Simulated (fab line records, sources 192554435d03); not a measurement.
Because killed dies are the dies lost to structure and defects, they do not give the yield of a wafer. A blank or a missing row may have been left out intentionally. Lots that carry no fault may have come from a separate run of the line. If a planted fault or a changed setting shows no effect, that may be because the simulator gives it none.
Matching of chambers || flow n5Finfet || 4 sister chambers for N5_MOL_CONTACT_COAG_CMP_52 on cmp-01
The step polishes, stops on SiO2, t overpolish 1.5 s, target thk 66.5 nm. 8 wafers are shown with their chamber, then 9 later ones without.

## EACH WAFER AND ITS CHAMBER
{"wafer": "L081.5", "chamber": 3, "motorCurrentA (A)": 11.0, "timeToEndpointS (s)": 11.1}
{"wafer": "L083.2", "chamber": 0, "motorCurrentA (A)": 10.7, "timeToEndpointS (s)": 14.8}
{"wafer": "L084.1", "chamber": 3, "motorCurrentA (A)": 11.0, "timeToEndpointS (s)": 10.3}
{"wafer": "L084.3", "chamber": 2, "motorCurrentA (A)": 12.0, "timeToEndpointS (s)": 13.8}
{"wafer": "L084.4", "chamber": 1, "motorCurrentA (A)": 14.2, "timeToEndpointS (s)": 15.2}
{"wafer": "L085.3", "chamber": 2, "motorCurrentA (A)": 12.2, "timeToEndpointS (s)": 11.8}
{"wafer": "L085.5", "chamber": 0, "motorCurrentA (A)": 10.3, "timeToEndpointS (s)": 13.1}
{"wafer": "L085.6", "chamber": 1, "motorCurrentA (A)": 14.8, "timeToEndpointS (s)": 11.6}

## WAFERS WITH NO CHAMBER GIVEN
{"wafer": "L090.1", "motorCurrentA (A)": 12.4, "timeToEndpointS (s)": 10.6}
{"wafer": "L090.5", "motorCurrentA (A)": 12.4, "timeToEndpointS (s)": 12.9}
{"wafer": "L090.6", "motorCurrentA (A)": 14.7, "timeToEndpointS (s)": 10.1}
{"wafer": "L093.3", "motorCurrentA (A)": 14.7, "timeToEndpointS (s)": 14.3}
{"wafer": "L093.4", "motorCurrentA (A)": 11.3, "timeToEndpointS (s)": 11.7}
{"wafer": "L093.5", "motorCurrentA (A)": 10.9, "timeToEndpointS (s)": 13.9}
{"wafer": "L095.1", "motorCurrentA (A)": 10.4, "timeToEndpointS (s)": 13.7}
{"wafer": "L095.5", "motorCurrentA (A)": 11.4, "timeToEndpointS (s)": 11.1}
{"wafer": "L095.6", "motorCurrentA (A)": 12.1, "timeToEndpointS (s)": 12.9}

## THE CHAMBER EACH PASSED THROUGH
{"wafer": "L090.1", "from the rows above": 2, "in truth": 2}
{"wafer": "L090.5", "from the rows above": 2, "in truth": 2}
{"wafer": "L090.6", "from the rows above": 1, "in truth": 1}
{"wafer": "L093.3", "from the rows above": 1, "in truth": 1}
{"wafer": "L093.4", "from the rows above": "can't be placed: 3 or 2", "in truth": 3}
{"wafer": "L093.5", "from the rows above": "can't be placed: 0 or 3", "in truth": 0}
{"wafer": "L095.1", "from the rows above": 0, "in truth": 0}
{"wafer": "L095.5", "from the rows above": "can't be placed: 3 or 2", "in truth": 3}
{"wafer": "L095.6", "from the rows above": 2, "in truth": 2}
6 of 9 placed correctly. From these rows, 3 cannot be placed; in 3 the true chamber is one of the candidates. Placed wrongly: 0.
How it was worked out, from the rows above alone: a wafer's distance from a chamber is the root of the sum, over the readings, of the square of ((its reading less the chamber's mean) divided by the reading's scatter). If the next closest chamber is less than 2 further off than the closest, the wafer can't be placed; otherwise it belongs to the closest. The mean given for a chamber averages the wafers shown for that chamber. How the scatter is found: for the shown wafers, subtract from each reading the mean of its chamber, square and add these, divide the total by (wafers less chambers), then take the root.
